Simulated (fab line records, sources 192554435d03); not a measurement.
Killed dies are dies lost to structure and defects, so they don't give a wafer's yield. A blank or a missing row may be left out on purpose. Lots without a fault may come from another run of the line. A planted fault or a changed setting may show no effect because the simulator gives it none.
Chamber matching | flow n5_finfet | N5_FIN_CUT_ETCH_21 on rie_diel-03: 4 sister chambers
The step etches SOC in N2/H2, target depth 219 nm, overetch 43.8 nm, time 523.5 s. 8 wafers are shown with their chamber, then 7 later ones without.

WAFERS WITH THEIR CHAMBER
wafer  | chamber | showerhead_plenum_p_Torr (Torr) | throttle_valve_pct (%)
L076.6 | 0       | 2.72                            | 17.89
L078.4 | 1       | 2.48                            | 17.42
L078.5 | 2       | 2.41                            | 17.69
L082.1 | 3       | 2.62                            | 17.92
L082.4 | 1       | 2.48                            | 17.41
L082.6 | 3       | 2.62                            | 17.91
L092.1 | 2       | 2.40                            | 17.73
L092.3 | 0       | 2.71                            | 17.93

WAFERS WITHOUT THEIR CHAMBER
wafer  | showerhead_plenum_p_Torr (Torr) | throttle_valve_pct (%)
L092.6 | 2.71                            | 17.94
L093.1 | 2.40                            | 17.74
L093.3 | 2.48                            | 17.46
L093.5 | 2.71                            | 17.92
L097.2 | 2.40                            | 17.74
L097.3 | 2.71                            | 17.96
L097.4 | 2.61                            | 17.52

WHICH CHAMBER EACH WENT THROUGH
wafer  | from the rows above | in truth
L092.6 | 0                   | 0
L093.1 | 2                   | 2
L093.3 | 1                   | 1
L093.5 | 0                   | 0
L097.2 | 2                   | 2
L097.3 | 0                   | 0
L097.4 | 3                   | 3
Placed correctly: 7 of 7. Can't be placed from these rows: 0. Placed wrongly: 0.
How it was worked out, from the rows above alone: a wafer's distance from a chamber is the root of the sum, over the readings, of the square of ((its reading less the chamber's mean) divided by the reading's scatter). The wafer belongs to the nearest chamber; if the next one is less than 2 further off, it can't be placed. A chamber's mean is the mean of its shown wafers. The scatter: the root of (the sum of the squares of (reading less its chamber's mean) over the shown wafers, divided by (wafers less chambers)).
